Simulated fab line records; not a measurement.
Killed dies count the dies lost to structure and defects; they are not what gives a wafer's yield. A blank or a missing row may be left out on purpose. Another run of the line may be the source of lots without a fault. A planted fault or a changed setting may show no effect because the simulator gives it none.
Struck lot and sound lot, side by side + flow n5_finfet + 37 out of 1938 route steps
Sound: wafers L356.1, L356.4, L356.6. Wafers L367.3, L367.4, L367.6 were the ones struck. At the end, the cause is stated.
For every step that has rows: the tool of each side, followed by ch and its chambers, followed by its first start. Under that, the readings that differ: sound wafers + struck wafers + difference of the means + sigmas: that difference in standard deviations of wafers without a fault.
alike: readings with means less than 2 such deviations apart, plus words and numbers identical on both sides. not compared: withheld readings, readings lacking a value on some wafer, bounds such as >300 that could conceal the same value, and numbers that have no deviation in the record and whose values overlap.
A row with sigmas, a row that says differs or no value, or rows on one side alone: a step with any of these is where the two part. Numbers that have no deviation but don't overlap get no sigmas and don't part them. A reading that every wafer of one side lacks parts them only if that side has two wafers or more.

first, 9 steps without rows for these wafers: N5_BEOL_M4_ANNEAL_95 (time 240 s); N5_BEOL_M4_SPUTTER_96 (material Cu, target thk 4.5 nm, time 8.29 s); N5_BEOL_M4_ECD_50 (material Cu, target thk 300 nm); N5_BEOL_M4_ANNEAL_51 (time 90 s); N5_BEOL_M4_CMP_52 (polishes, stops on SiOC, t overpolish 6.8 s, target thk 40 nm); N5_BEOL_M4_PRE_CLEAN_60 (time 15 s); N5_BEOL_M4_CO_CAP_55 (material Co, precursor CCTBA/H2, target thk 2 nm, time 102.1 s); N5_BEOL_M4_PRE_CLEAN_56 (time 15 s); N5_BEOL_M4_DEP_57 (deposits SiCN from 3MS/NH3, target thk 8 nm, time 14 s).
N5_BEOL_M4_RC_MEAS_101:
  sound on prober-02 ch 0, day 13 19:34; struck on prober-02 ch 0, day 11 05:05
  alike: DIBL_N, DIBL_P, IOFF_N, IOFF_P, ION_N, ION_P, SS_N, SS_P, VT_N, VT_P
then, 24 steps without rows for these wafers: N5_BEOL_M5_ILD_DEP_00 (deposits SiCOH lowk from DEMS/porogen, target thk 140.64 nm, time 25.9 s); N5_BEOL_M5_CURE_79 (cures SiCOH lowk, time 240 s); N5_BEOL_M5_PECVD_70 (deposits SiO2 from TEOS/O2, target thk 16 nm, time 18 s); N5_BEOL_M5_HM_DEP_02 (deposits TiN, target thk 20 nm); N5_BEOL_M5_COAT_59 (time 60 s, resist thk 60 nm); N5_BEOL_M5_COAT_60 (time 60 s, resist thk 12 nm); N5_BEOL_M5_COAT_71 (time 60 s, resist thk 5 nm); N5_BEOL_M5_COAT_05 (resist thk 30 nm); N5_BEOL_M5_EBR_07; N5_BEOL_M5_SOFTBAKE_06 (time 60 s); N5_BEOL_M5_EXPOSE_08 (exposes mask M5, target cd 28 nm); N5_BEOL_M5_PEB_09 (peb time 60 s); N5_BEOL_M5_DEVELOP_10 (develop time 30 s); N5_BEOL_M5_DESCUM_16 (chemistry O2, time 7 s); N5_BEOL_M5_ETCH_72 (etches underlayer in N2/H2, target depth 6.5 nm, time 5.2 s); N5_BEOL_M5_ETCH_61 (etches SiARC in CF4, target depth 15.6 nm, time 26 s); N5_BEOL_M5_ETCH_62 (etches SOC in N2/H2, target depth 75 nm, overetch 15 nm, time 112.5 s); N5_BEOL_M5_STRIP_63 (strips in N2/H2); N5_BEOL_M5_STRIP_73 (strips in N2/H2); N5_BEOL_M5_STRIP_64 (strips in CF4); N5_BEOL_M5_HM_OPEN_17 (chemistry Cl2/BCl3, target TiN, target depth 20 nm, overetch 6 nm); N5_BEOL_M5_STRIP_19 (strips in O2); N5_BEOL_M5_COAT_65 (time 60 s, resist thk 60 nm); N5_BEOL_M5_COAT_66 (time 60 s, resist thk 12 nm).
-- record jumps: 2 days separate the struck wafers' starts on either side; left off in module BEOL_M5, taken up again in module BEOL_M9, whose first shown step is the route's number 1439 --
N5_BEOL_M9_ETCH_65: etches SiARC in CF4, target depth 15.6 nm, time 26 s.
  sound on rie_diel-05 ch 0,2,3, day 15 16:03; struck on rie_diel-04 ch 0,1, day 13 07:54
  no value came back on the struck wafers for any of 8 readings (bias_w (W), cf4_flow_sccm (sccm) and others); on the sound wafers bias_w (W) reads 35.94 36.15 35.84
| reading                                      | sound          | struck         | difference | sigmas |
|----------------------------------------------|----------------|----------------|------------|--------|
| model.CAR-EUV_of_BEOL_M9_COAT_22.thk_nm (nm) | 11.2 11.2 11.2 | 20.4 20.4 20.4 | +9.2       |        |
  not compared: rf_hours_counter_h
N5_BEOL_M9_ETCH_66: etches SOC in N2/H2, target depth 80 nm, overetch 16 nm, time 120 s.
  sound on rie_diel-05 ch 0,2,3, day 15 16:05; struck on rie_diel-04 ch 0,1, day 13 07:56
| reading               | sound          | struck         | difference | sigmas |
|-----------------------|----------------|----------------|------------|--------|
| oes_product_au (a.u.) | 0.54 0.67 0.55 | 0.27 0.28 0.27 | -0.31      | -5     |
  alike: bias_w, chamber_pressure_mTorr, drypump_motor_current_A, rf_vpp_V, showerhead_plenum_p_Torr, throttle_valve_pct
  not compared: rf_hours_counter_h
-- here the record skips 3 days between the struck wafers' starts before and after, leaving off in module BEOL_M9 and picking up in module PASSIVATION (first step shown: number 1936 of the route) --
N5_PASSIVATION_PROBE_49:
  sound on prober-01 at day 18 00:04; struck on prober-02 at day 15 21:21
| reading                  | sound          | struck         | difference | sigmas      |
|--------------------------|----------------|----------------|------------|-------------|
| defect_limited_yield (%) | 89.3 90.5 88.6 | 0 0 0          | -89        | -69         |
| killed_at_M4_up          | 21 20 21       | 1115 1110 1089 | +1084      | +99 or more |
| killed_at_front_end      | 52 59 57       | 35 41 23       | -23        | -2          |
| killed_dies              | 126 112 135    | 1180 1180 1180 | +1056      | +70         |
| killed_on_rim            | 16 11 17       | 152 152 152    | +137       | +35         |
| killed_short             | 47 33 52       | 17 27 28       | -20        | -3          |
| sort_bin_5_function (%)  | 6.2 6.2 6.4    | 97.1 96.2 97.1 | +90.5      | +99 or more |
| sort_n_pass              | 1054 1068 1045 | 0 0 0          | -1056      | -70         |
| sort_yield_pct (%)       | 89.3 90.5 88.6 | 0 0 0          | -89        | -69         |
  alike: killed_at_M0_to_M3, killed_at_contacts, killed_at_other, killed_open, sort_bin_6_memory

== WHERE THEY PART ==
Last at N5_PASSIVATION_PROBE_49 as far as this record goes, first at N5_BEOL_M9_ETCH_65.

WHY: whatever the simulator had introduced
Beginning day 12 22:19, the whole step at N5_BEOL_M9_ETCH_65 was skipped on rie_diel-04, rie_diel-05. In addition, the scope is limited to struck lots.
